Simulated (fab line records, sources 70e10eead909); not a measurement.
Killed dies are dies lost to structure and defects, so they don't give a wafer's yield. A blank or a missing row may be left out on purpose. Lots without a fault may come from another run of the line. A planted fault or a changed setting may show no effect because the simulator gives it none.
fab line records | flow nand_harc
record lots=5 wafers=15 last_day=24
route steps=1159 shown P_STI@107 P_GATE@110 END@1159
lots that met no fault: from a run of the same line without faults
start_h: hours from the record's first day to the start of the lot's first wafer shown | wait_h: hours since the lot's step before | " the same as in the row above | L1.1+2: a row that stands for several wafers | - no value, or no start given | * or withheld: withheld | < > ~ a bound
route shown NAME@n: a module of which the file shows steps, and the number in the route of the first | usual: mean/standard deviation of fault-free wafers | same: alike in all rows | chamber/n: place in a boat | sites: the reading at each site | _std_site: their standard deviation | _edge_site: outer sites' mean less inner sites' | radius_mm: how far each site lies from the wafer's centre | mask NAME#n: copy n | behind: the tool/chamber that last shaped the wafer | hold: why the lot was held/for how many hours/how that ended | device: the transistor (n, p or np) that didn't switch | end of line: the same wafers' tests at the end of the route | a step without rows: its recipe alone | killed: dies lost to structure and defects at the first sort, not the wafer's yield | map: a wafer's dies, x killed, . not, _ none there
set.NAME: the setting as run; set.NAME@STEP: as run at that earlier step | model.NAME: the simulator's own value behind a step, which no gauge read
lots at some steps of the route; a table a step, a row a wafer
services: from which hour (start_h, from the record's first day; less than 0 if before it) a tool's chamber was out of use, for how many hours, and why
## steps
# step NHARC_P_STI_SRD_39
# step NHARC_P_STI_OXIDE_40
# recipe target_thk_a=100 temp_c=900 ox_time_s=1362 material=SiO2
# step NHARC_P_STI_INSPECT_25
# usual raw_defect_count=217/76
# columns lot.wafer tool chamber start_h wait_h raw_defect_count
L502.4 defect_inspect-02 - 68.93 0.4 169
L502.5 " - " " 170
L502.6 " - " " 166
L508.1 defect_inspect-02 - 103.37 0.4 116
L508.2 " - " " 196
L508.5 " - " " 143
L511.2 defect_inspect-01 - 122.83 0.4 213
L511.3 " - " " 337
L511.4 " - " " 191
L513.2 defect_inspect-02 - 143.70 0.4 185
L513.4 " - " " 282
L513.6 " - " " 325
L522.1 defect_inspect-02 - 192.38 0.4 311
L522.2 " - " " 345
L522.4 " - " " 294
# step NHARC_P_GATE_ETCH_69
# recipe target_depth_a=140 chemistry=dHF material=SiO2
# step NHARC_P_GATE_PRECLEAN_70
# recipe time_s=* temp_c=50 bath_age_min=0 chemistry=SC1
# step NHARC_P_GATE_SRD_01
# step NHARC_P_GATE_OXIDE_02
# recipe target_thk_a=375 temp_c=950 p_h2o_torr=720 ox_time_s=365 material=SiO2
# step NHARC_P_GATE_DEHYDRATE_03
# recipe temp_c=150 time_s=120
# step NHARC_P_GATE_HMDS_04
# recipe time_s=30
# step NHARC_P_GATE_COAT_05
# recipe spin_rpm=4690
# step NHARC_P_GATE_SOFTBAKE_06
# recipe temp_c=122 time_s=95
# step NHARC_P_GATE_EBR_07
# step NHARC_P_GATE_EXPOSE_08
# recipe na=0.6 dose_mj=16.75 mask_id=P_HV
# columns lot.wafer tool chamber start_h wait_h mask
L502.4+5+6 krf_scanner-01 0 77.04 - P_HV#0
L508.1+2+5 krf_scanner-02 0 111.35 - P_HV#0
L511.2+3+4 krf_scanner-01 0 132.98 - P_NSD#0
L513.2+4+6 krf_scanner-01 0 151.94 - P_HV#0
L522.1+2+4 krf_scanner-03 0 200.30 - P_HV#0
# step NHARC_P_GATE_PEB_09
# recipe peb_temp_c=118 peb_time_s=85
# step NHARC_P_GATE_DEVELOP_10
# recipe time_s=70
# step NHARC_P_GATE_CD_MEAS_11
# recipe target_cd_nm=1640 landing_energy_ev=500
# usual cd_nm=1639.7/2.3
# columns lot.wafer tool chamber start_h wait_h cd_nm
L502.4 cd_sem-01 0 77.19 - 1638.5
L502.5 " 0 " " 1646.0
L502.6 " 0 " " 1642.7
L508.1 cd_sem-03 0 111.51 - 1639.0
L508.2 " 0 " " 1640.5
L508.5 " 0 " " 1642.3
L511.2 cd_sem-02 0 133.13 - -
L511.3 " 0 " " -
L511.4 " 0 " " -
L513.2 cd_sem-01 0 152.10 - 1640.5
L513.4 " 0 " " 1642.1
L513.6 " 0 " " 1644.5
L522.1 cd_sem-01 0 200.46 - 1642.0
L522.2 " 0 " " 1642.2
L522.4 " 0 " " 1644.3
# step NHARC_P_GATE_HARDBAKE_12
# recipe temp_c=125 time_s=80
# step NHARC_END_SORT_01
# recipe temp_c=25
# usual killed_at_array=29/10 killed_at_other=0.7/1.1 killed_at_periphery=3.3/2.4 killed_dies=33/11 killed_open=3.3/2 killed_short=1.9/1.3
# same gross_dies=677
# columns lot.wafer tool chamber start_h wait_h killed_at_array killed_at_other killed_at_periphery killed_dies killed_open killed_short
L502.4 prober-02 0 437.59 3.4 32 0 1 33 3 1
L502.5 prober-02 0 438.40 3.7 36 2 1 39 2 2
L502.6 prober-02 0 439.21 4.0 32 1 7 40 6 3
L508.1 prober-01 0 480.32 2.5 43 0 3 46 4 1
L508.2 prober-01 0 481.12 2.8 46 0 5 51 1 5
L508.5 prober-01 0 483.49 3.7 52 0 1 53 6 1
L511.2 prober-01 0 506.69 2.8 40 1 636 677 8 2
L511.3 prober-01 0 507.50 3.1 33 0 644 677 5 0
L511.4 prober-01 0 508.30 3.4 31 0 646 677 4 4
L513.2 prober-01 0 541.50 2.8 31 4 7 42 2 4
L513.4 prober-01 0 543.08 3.4 44 2 6 52 4 5
L513.6 prober-01 0 544.67 4.0 35 4 12 51 3 1
L522.1 prober-01 0 582.17 2.5 51 0 3 54 3 1
L522.2 prober-01 0 582.98 2.8 54 0 2 56 3 0
L522.4 prober-01 0 584.60 3.4 49 0 2 51 4 2
# killed by level:class
L502.4 A_SLIT:chamber_film_flake=11 A_CHANNEL_HOLE_D1:chamber_film_flake=10 A_STAIRCASE:chamber_film_flake=3 A_CONTACT:geometric_particle:open=2 A_CONTACT:chamber_film_flake=2 A_BONDPAD:chamber_film_flake=2 P_CONTACT:geometric_particle:open=1 A_CHANNEL_FILL_D1:geometric_particle:short=1
L502.5 A_SLIT:chamber_film_flake=12 A_CHANNEL_HOLE_D1:chamber_film_flake=11 A_WL_FILL:chamber_film_flake=4 A_STAIRCASE:chamber_film_flake=3 A_ONON_D1:geometric_particle:short=1 A_CHANNEL_FILL_D1:geometric_particle:short=1 A_CONTACT:geometric_particle:open=1 STARTING-WAFER:geometric_particle:open=1
L502.6 A_CHANNEL_HOLE_D1:chamber_film_flake=11 A_SLIT:chamber_film_flake=8 A_STAIRCASE:chamber_film_flake=3 A_ONON_D1:geometric_particle:open=2 A_CHANNEL_FILL_D1:geometric_particle:short=2 P_STI:chamber_film_flake=2 A_WL_FILL:chamber_film_flake=2 P_CONTACT:geometric_particle:open=1
L508.1 A_CHANNEL_HOLE_D1:chamber_film_flake=14 A_SLIT:chamber_film_flake=14 A_STAIRCASE:chamber_film_flake=6 A_WL_FILL:chamber_film_flake=3 A_CONTACT:geometric_particle:open=2 P_STI:chamber_film_flake=2 A_ZERO_WELL:chamber_film_flake=2 P_GATE:geometric_particle:short=1
L508.2 A_CHANNEL_HOLE_D1:chamber_film_flake=16 A_SLIT:chamber_film_flake=16 A_ZERO_WELL:chamber_film_flake=4 A_CONTACT:chamber_film_flake=4 A_ONON_D1:geometric_particle:short=2 P_GATE:chamber_film_flake=2 A_STAIRCASE:chamber_film_flake=2 P_CONTACT:geometric_particle:short=1
L508.5 A_CHANNEL_HOLE_D1:chamber_film_flake=23 A_SLIT:chamber_film_flake=14 A_STAIRCASE:chamber_film_flake=5 A_CONTACT:geometric_particle:open=3 A_ONON_D1:geometric_particle:open=2 A_CONTACT:chamber_film_flake=2 A_ONON_D1:geometric_particle:short=1 A_WL_FILL:geometric_particle:open=1
L511.2 P_GATE:area_expose=633 A_CHANNEL_HOLE_D1:chamber_film_flake=21 A_CONTACT:chamber_film_flake=6 A_CONTACT:geometric_particle:open=4 A_STAIRCASE:chamber_film_flake=4 P_ZERO_WELL:chamber_film_flake=2 P_CONTACT:geometric_particle:open=1 A_ONON_D1:geometric_particle:open=1
L511.3 P_GATE:area_expose=643 A_CHANNEL_HOLE_D1:chamber_film_flake=18 A_STAIRCASE:chamber_film_flake=5 A_CONTACT:chamber_film_flake=5 A_CHANNEL_FILL_D1:geometric_particle:open=2 A_CONTACT:geometric_particle:open=2 A_ONON_D1:geometric_particle:open=1 P_STI:chamber_film_flake=1
L511.4 P_GATE:area_expose=643 A_CHANNEL_HOLE_D1:chamber_film_flake=18 A_STAIRCASE:chamber_film_flake=4 A_M0:geometric_particle:open=2 P_M0:geometric_particle:short=1 A_ONON_D1:geometric_particle:open=1 A_ONON_D1:geometric_particle:short=1 A_CHANNEL_HOLE_D1:geometric_particle:short=1
L513.2 A_SLIT:chamber_film_flake=15 A_CHANNEL_HOLE_D1:chamber_film_flake=5 A_STAIRCASE:chamber_film_flake=4 A_CONTACT:chamber_film_flake=4 P_CONTACT:chamber_film_flake=3 THIN_TSV:chamber_film_flake=3 P_CONTACT:geometric_particle:short=1 P_M1:geometric_particle:open=1
L513.4 A_SLIT:chamber_film_flake=15 A_STAIRCASE:chamber_film_flake=8 A_CONTACT:chamber_film_flake=8 A_CHANNEL_HOLE_D1:chamber_film_flake=5 P_CONTACT:chamber_film_flake=4 A_WL_FILL:geometric_particle:short=2 THIN_TSV:chamber_film_flake=2 P_CONTACT:geometric_particle:short=1
L513.6 A_SLIT:chamber_film_flake=15 P_CONTACT:chamber_film_flake=9 A_CONTACT:chamber_film_flake=7 A_CHANNEL_HOLE_D1:chamber_film_flake=5 A_STAIRCASE:chamber_film_flake=4 THIN_TSV:chamber_film_flake=4 P_STI:chamber_film_flake=3 A_ONON_D1:geometric_particle:open=1
L522.1 A_CHANNEL_HOLE_D1:chamber_film_flake=24 A_SLIT:chamber_film_flake=19 A_SGD_CUT:geometric_particle:open=2 A_STAIRCASE:chamber_film_flake=2 A_CONTACT:chamber_film_flake=2 P_CONTACT:geometric_particle:open=1 A_CONTACT:geometric_particle:short=1 P_GATE:chamber_film_flake=1
L522.2 A_CHANNEL_HOLE_D1:chamber_film_flake=31 A_SLIT:chamber_film_flake=16 A_CONTACT:chamber_film_flake=3 A_STAIRCASE:chamber_film_flake=2 P_M0:geometric_particle:open=1 A_CONTACT:geometric_particle:open=1 A_M1:geometric_particle:open=1 P_ZERO_WELL:chamber_film_flake=1
L522.4 A_CHANNEL_HOLE_D1:chamber_film_flake=21 A_SLIT:chamber_film_flake=18 A_CONTACT:chamber_film_flake=3 A_STAIRCASE:chamber_film_flake=2 P_STI:geometric_particle:open=1 P_M0:geometric_particle:open=1 A_ONON_D1:geometric_particle:short=1 A_CONTACT:geometric_particle:short=1
# map L511.2 (x killed, . not)
____________x____________
_________xxxxxxx_________
_______xxxxxxxxxxx_______
______xxxxxxxxxxxxx______
_____xxxxxxxxxxxxxxx_____
____xxxxxxxxxxxxxxxxx____
____xxxxxxxxxxxxxxxxx____
___xxxxxxxxxxxxxxxxxxx___
___xxxxxxxxxxxxxxxxxxx___
__xxxxxxxxxxxxxxxxxxxxx__
__xxxxxxxxxxxxxxxxxxxxx__
_xxxxxxxxxxxxxxxxxxxxxxx_
_xxxxxxxxxxxxxxxxxxxxxxx_
_xxxxxxxxxxxxxxxxxxxxxxx_
_xxxxxxxxxxxxxxxxxxxxxxx_
_xxxxxxxxxxxxxxxxxxxxxxx_
xxxxxxxxxxxxxxxxxxxxxxxxx
xxxxxxxxxxxxxxxxxxxxxxxxx
xxxxxxxxxxxxxxxxxxxxxxxxx
xxxxxxxxxxxxxxxxxxxxxxxxx
xxxxxxxxxxxxxxxxxxxxxxxxx
_xxxxxxxxxxxxxxxxxxxxxxx_
_xxxxxxxxxxxxxxxxxxxxxxx_
_xxxxxxxxxxxxxxxxxxxxxxx_
_xxxxxxxxxxxxxxxxxxxxxxx_
_xxxxxxxxxxxxxxxxxxxxxxx_
__xxxxxxxxxxxxxxxxxxxxx__
__xxxxxxxxxxxxxxxxxxxxx__
___xxxxxxxxxxxxxxxxxxx___
___xxxxxxxxxxxxxxxxxxx___
____xxxxxxxxxxxxxxxxx____
____xxxxxxxxxxxxxxxxx____
_____xxxxxxxxxxxxxxx_____
______xxxxxxxxxxxxx______
_______xxxxxxxxxxx_______
_________xxxxxxx_________
____________x____________
# map L502.6 (x killed, . not)
____________.____________
_________......._________
_______........x.x_______
______..x..........______
_____..............._____
____.................____
____.......x.....x...____
___...................___
___...................___
__.....................__
__.......x.............__
_......................._
_......................._
_.............x........._
_..x...................._
_......................._
.........................
.........................
........................x
.x.........x.x.....x.....
.........................
_.......x.....x..x......_
_..............x........_
_...........x..xx.x....._
_.........xx.xx........._
_x.........xx..........._
__..........x.x.....x..__
__..x.......x....x..x..__
___........x..........___
___..................x___
____.................____
____....x.......x....____
_____..............._____
______.............______
_______.x........._______
_________......._________
____________.____________
## services
# columns tool chamber start_h hours kind
krf_scanner-01 - 84.00 4.0 pm
krf_scanner-02 0 100.18 - calibration
krf_scanner-01 - 115.40 1.9 repair
krf_scanner-03 - 125.48 2.1 repair
krf_scanner-01 0 128.04 - calibration
krf_scanner-03 0 139.78 - calibration
krf_scanner-02 - 142.97 2.0 repair
krf_scanner-02 - 154.02 0.8 repair
krf_scanner-03 - 168.00 4.0 pm
## key
first_sign step=NHARC_P_GATE_EXPOSE_08 reading=mask direction=changed
effect step=NHARC_P_GATE_CD_MEAS_11 reading=cd_nm direction=missing
effect step=NHARC_END_SORT_01 reading=killed_at_periphery direction=up sigmas=99+ usual=3.3 struck=642
more_kills_born_at NHARC_P_GATE_EXPOSE_08@krf_scanner-01=1919
met_at NHARC_P_GATE_EXPOSE_08
struck_wafers L511.2,L511.3,L511.4
later_rows_left_out L511.2,L511.3,L511.4
tester_left_out L511
onset_between 77.04 132.98
fault kind=wrong_mask tool=any chamber=- onset_h=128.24 steps=NHARC_P_GATE_EXPOSE_08 aux_copy=P_NSD#0 scope=struck_lots_only
# tester_left_out: of these lots the tester's yield and bins aren't shown, on N5 and GAA mostly nor the transistor test; their killed dies are dies lost to structure and defects alone, not to doping, threshold or leakage, so they don't give the yield
# later_rows_left_out: the simulator's readings of these wafers behind a module that went badly wrong aren't trusted and aren't shown, but for the sort
